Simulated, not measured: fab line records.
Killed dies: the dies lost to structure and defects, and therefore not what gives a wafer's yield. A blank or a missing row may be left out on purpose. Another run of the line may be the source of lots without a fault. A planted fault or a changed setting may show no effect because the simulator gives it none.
Matching of chambers + flow nand harc + NHARC_P_M0_STRIP_18 on rie diel-05: 4 sister chambers
The step strips in N2/H2. 18 wafers are shown with their chamber, then 9 later ones without.

WAFERS, EACH WITH ITS CHAMBER
| wafer  | chamber | showerhead plenum p Torr (Torr) | drypump motor current A (A) | chamber pressure mTorr (mTorr) |
|--------|---------|---------------------------------|-----------------------------|--------------------------------|
| L076.1 | 1       | 2.09                            | 6.4                         | 29.978                         |
| L076.2 | 0       | 2.12                            | 6.1                         | 30.003                         |
| L076.3 | 3       | 2.14                            | 5.2                         | 30.048                         |
| L079.2 | 0       | 2.12                            | 6.0                         | 30.000                         |
| L079.5 | 3       | 2.14                            | 5.2                         | 30.024                         |
| L079.6 | 0       | 2.12                            | 6.1                         | 29.986                         |
| L081.3 | 3       | 2.14                            | 5.2                         | 30.014                         |
| L081.5 | 2       | 2.00                            | 5.0                         | 29.981                         |
| L081.6 | 1       | 2.09                            | 6.4                         | 29.991                         |
| L085.2 | 1       | 2.09                            | 6.4                         | 29.975                         |
| L085.3 | 2       | 1.99                            | 5.0                         | 29.994                         |
| L085.5 | 3       | 2.14                            | 5.2                         | 30.015                         |
| L084.4 | 0       | 2.12                            | 6.0                         | 30.019                         |
| L084.5 | 3       | 2.14                            | 5.2                         | 30.026                         |
| L084.6 | 2       | 1.99                            | 5.0                         | 29.988                         |
| L086.1 | 0       | 2.12                            | 6.0                         | 29.966                         |
| L086.2 | 3       | 2.14                            | 5.2                         | 29.981                         |
| L086.3 | 2       | 1.99                            | 5.0                         | 29.998                         |

SIGNATURES (means of the wafers above)
| reading                  | chamber 0 | chamber 1 | chamber 2 | chamber 3 | scatter within a chamber |
|--------------------------|-----------|-----------|-----------|-----------|--------------------------|
| showerhead plenum p Torr | 2.1200    | 2.0900    | 1.9925    | 2.1400    | 0.00231                  |
| drypump motor current A  | 6.040     | 6.400     | 5.000     | 5.200     | 0.0293                   |
| chamber pressure mTorr   | 29.99480  | 29.98133  | 29.99025  | 30.01800  | 0.0175                   |
Rule: for a wafer and a chamber, the distance is found by dividing, reading by reading, the gap between the wafer's reading and the chamber's mean by the reading's scatter, squaring, summing and taking the root. If the next closest chamber is less than 2 further off than the closest, the wafer can't be placed; otherwise it belongs to the closest. The scatter: take each reading less its chamber's mean, square it, sum over the shown wafers, divide by the number of wafers less the number of chambers, and take the root.

WAFERS WHOSE CHAMBER IS MISSING
| wafer  | showerhead plenum p Torr (Torr) | drypump motor current A (A) | chamber pressure mTorr (mTorr) |
|--------|---------------------------------|-----------------------------|--------------------------------|
| L089.2 | 2.12                            | 6.0                         | 30.003                         |
| L089.3 | 2.14                            | 5.2                         | 29.974                         |
| L089.5 | 1.99                            | 5.0                         | 30.019                         |
| L093.1 | 2.12                            | 6.1                         | 29.976                         |
| L093.3 | 2.09                            | 6.4                         | 29.975                         |
| L093.6 | 2.09                            | 6.4                         | 30.030                         |
| L096.1 | 2.12                            | 6.1                         | 30.049                         |
| L096.5 | 2.14                            | 5.2                         | 30.028                         |
| L096.6 | 2.12                            | 6.0                         | 30.018                         |

THE CHAMBER EACH PASSED THROUGH
| wafer  | from the rows above | in truth |
|--------|---------------------|----------|
| L089.2 | 0                   | 0        |
| L089.3 | 3                   | 3        |
| L089.5 | 2                   | 2        |
| L093.1 | 0                   | 0        |
| L093.3 | 1                   | 1        |
| L093.6 | 1                   | 1        |
| L096.1 | 0                   | 0        |
| L096.5 | 3                   | 3        |
| L096.6 | 0                   | 0        |
9 of 9 placed correctly. Number that these rows cannot place: 0. Wrongly placed: 0.
